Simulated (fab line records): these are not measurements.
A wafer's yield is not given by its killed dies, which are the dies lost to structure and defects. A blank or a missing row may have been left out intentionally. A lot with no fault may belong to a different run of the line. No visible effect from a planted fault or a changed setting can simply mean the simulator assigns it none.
Split-lot trial + flow n5_finfet + 21 wafers read from 7 lots, route of 1938 steps

== ON THE SPLIT ==
At N5_BEOL_M1_VIA_ETCH_34 (etches the open film in C4F6/O2, target depth 67.8 nm, time 64.4 s), the setting bias_w was moved away from the recipe's 170 W on 9 of the 21 wafers read, by -12.6% to +17.4%. This setting was run at the recipe's value on the other wafers.

The split's own step is where the reading is taken.

== THE READING ==
rf_vpp_V, in V, at N5_BEOL_M1_VIA_ETCH_34 (etches the open film in C4F6/O2, target depth 67.8 nm, time 64.4 s). Fault-free wafers of this fab line usually give 668 V, standard deviation 6.9 V.

| wafer  | tool, chamber at the split | bias_w as run, W | against the recipe | rf_vpp_V, V | against lot-mates on the recipe |
|--------|----------------------------|------------------|--------------------|-------------|---------------------------------|
| L081.2 | rie_diel-02, 0             | 170              | recipe             | 670         | -                               |
| L081.4 | rie_diel-02, 0             | 152.5            | -10.3%             | 616         | -54                             |
| L081.5 | rie_diel-02, 2             | 152.5            | -10.3%             | 624         | -46                             |
| L083.2 | rie_diel-02, 1             | 170              | recipe             | 669         | -                               |
| L083.3 | rie_diel-02, 0             | 199.6            | +17.4%             | 762         | +92                             |
| L083.6 | rie_diel-02, 0             | 170              | recipe             | 671         | -                               |
| L082.2 | rie_diel-06, 3             | 170              | recipe             | 662         | -                               |
| L082.3 | rie_diel-06, 1             | 170              | recipe             | 671         | -                               |
| L082.5 | rie_diel-06, 3             | 170              | recipe             | 664         | -                               |
| L086.1 | rie_diel-06, 2             | 170              | recipe             | 661         | -                               |
| L086.3 | rie_diel-06, 1             | 170              | recipe             | 670         | -                               |
| L086.5 | rie_diel-06, 0             | 190.1            | +11.8%             | 717         | +52                             |
| L087.1 | rie_diel-06, 2             | 148.5            | -12.6%             | 595         | -75                             |
| L087.4 | rie_diel-06, 1             | 170              | recipe             | 670         | -                               |
| L087.5 | rie_diel-06, 2             | 148.5            | -12.6%             | 594         | -76                             |
| L092.1 | rie_diel-05, 2             | 170              | recipe             | 668         | -                               |
| L092.2 | rie_diel-05, 1             | 178.3            | +4.9%              | 680         | +11                             |
| L092.5 | rie_diel-05, 3             | 170              | recipe             | 670         | -                               |
| L096.1 | rie_diel-02, 1             | 194.5            | +14.4%             | 744         | +74                             |
| L096.2 | rie_diel-02, 0             | 170              | recipe             | 670         | -                               |
| L096.3 | rie_diel-02, 3             | 194.5            | +14.4%             | 745         | +75                             |

THE FIT
A straight line over all 21 wafers: rf_vpp_V changes by +5.2 V for each +1% of bias_w; r = +0.99; the points scatter about the line by 6 V.
The same after taking each lot's own level away (the mean of its wafers on the recipe; 21 wafers): +5.22 V for each +1%; r = +0.99; scatter 5.5 V.
Per that fit: largest bias_w move, reading shift of 91 V.
Across the lots, their own levels run from 665.5 to 670.0 V, a range of 0.7 times the standard deviation given above.
Consequently the slope shifts little with the lot-to-lot level, the two slopes agreeing.
Check: for one of the wafers moved furthest among these (+17.4%), held out of the fit, the line's prediction against its lot-mates is +88.2 V. Against them it came out at +92 V.
Tool readings at the split's step, against how far the setting was moved: rf_vpp_V r = +0.99.

== OTHER SPLITS ON THESE WAFERS ==
These wafers also went through other splits before the reading. Each is held against what the fit with the lots' levels taken away leaves over:
| other split on the same wafers             | wafers away from the commonest value | r with rf_vpp_V (lot level and that fit taken away) |
|--------------------------------------------|--------------------------------------|-----------------------------------------------------|
| N5_MOL_CONTACT_COAG_EXPOSE_05 dose_mj      | 6                                    | +0.32                                               |
| N5_MOL_CONTACT_COAG_CONTACT_ETCH_14 time_s | 10                                   | +0.07                                               |
| N5_MOL_CONTACT_COAG_ALD_27 time_s          | 5                                    | +0.05                                               |
| N5_MOL_CONTACT_COAG_COAT_76 spin_rpm       | 6                                    | -0.13                                               |
| N5_BEOL_M0_SAQP_HM_DEP_02 target_thk_a     | 5                                    | +0.03                                               |
| N5_BEOL_M1_DESCUM_33 time_s                | 8                                    | -0.14                                               |

== THE WHOLE CHAIN: every reading that the file lists as answering this split, in the file's order ==
| step                   | what it does                                                       | reading                                                                        | change (the file's fit)                | r (the file's) |
|------------------------|--------------------------------------------------------------------|--------------------------------------------------------------------------------|----------------------------------------|----------------|
| N5_BEOL_M1_VIA_ETCH_34 | etches the open film in C4F6/O2, target depth 67.8 nm, time 64.4 s | rf_vpp_V                                                                       | +5.13 V for each +1% of the setting    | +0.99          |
| N5_BEOL_M1_VIA_ETCH_34 | etches the open film in C4F6/O2, target depth 67.8 nm, time 64.4 s | etch.depth_nm (the simulator's own value, which no gauge read)                 | +0.22 nm for each +1% of the setting   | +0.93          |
| N5_BEOL_M1_VIA_ETCH_34 | etches the open film in C4F6/O2, target depth 67.8 nm, time 64.4 s | SOC_of_BEOL_M1_COAT_67.thk_nm (the simulator's own value, which no gauge read) | -0.0336 nm for each +1% of the setting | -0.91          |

== FILE'S OWN FIT ==
rf_vpp_V changes by +5.13 V for each +1% of bias_w, r = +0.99.
